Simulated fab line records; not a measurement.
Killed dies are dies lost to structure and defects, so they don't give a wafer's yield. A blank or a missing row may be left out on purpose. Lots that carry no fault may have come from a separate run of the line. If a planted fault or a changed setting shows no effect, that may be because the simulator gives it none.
Chamber matching    flow n5-finfet    N5_SPACER0_ALD_08 on ald-sin-02 has 4 sister chambers
The step deposits SiNx, target thk 2 nm. 14 wafers are shown with their chamber, then 7 later ones without.

WAFERS PAIRED WITH THEIR CHAMBERS
wafer   chamber  heater-power-w (W)
L074.2  3        874
L074.3  2        742
L074.5  3        875
L078.1  2        775
L078.3  1        930
L078.6  1        912
L080.1  1        923
L080.3  0        720
L080.6  0        714
L081.2  3        865
L081.3  0        705
L081.4  2        756
L086.2  3        870
L086.4  0        722

SIGNATURES, as means of the wafers listed above
reading         chamber 0  chamber 1  chamber 2  chamber 3  scatter within a chamber
heater-power-w  715.25     921.67     757.67     871.00     9.75
Rule: a wafer lies at a distance from a chamber equal to the root of the sum of squares, over the readings, of (its reading less the chamber's mean, divided by the reading's scatter). The wafer belongs to the nearest chamber; if the next one is less than 2 further off, it can't be placed. How the scatter is found: for the shown wafers, subtract from each reading the mean of its chamber, square and add these, divide the total by (wafers less chambers), then take the root.

WAFERS WITHOUT THEIR CHAMBER
wafer   heater-power-w (W)
L086.6  873
L094.4  766
L094.5  876
L094.6  792
L096.2  847
L096.3  796
L096.4  940

EACH ONE'S CHAMBER
wafer   from the rows above  in truth
L086.6  3                    3
L094.4  2                    2
L094.5  3                    3
L094.6  2                    2
L096.2  3                    3
L096.3  2                    2
L096.4  1                    1
Correct placement for 7 of the 7. From these rows, 0 cannot be placed. Number placed wrongly: 0.
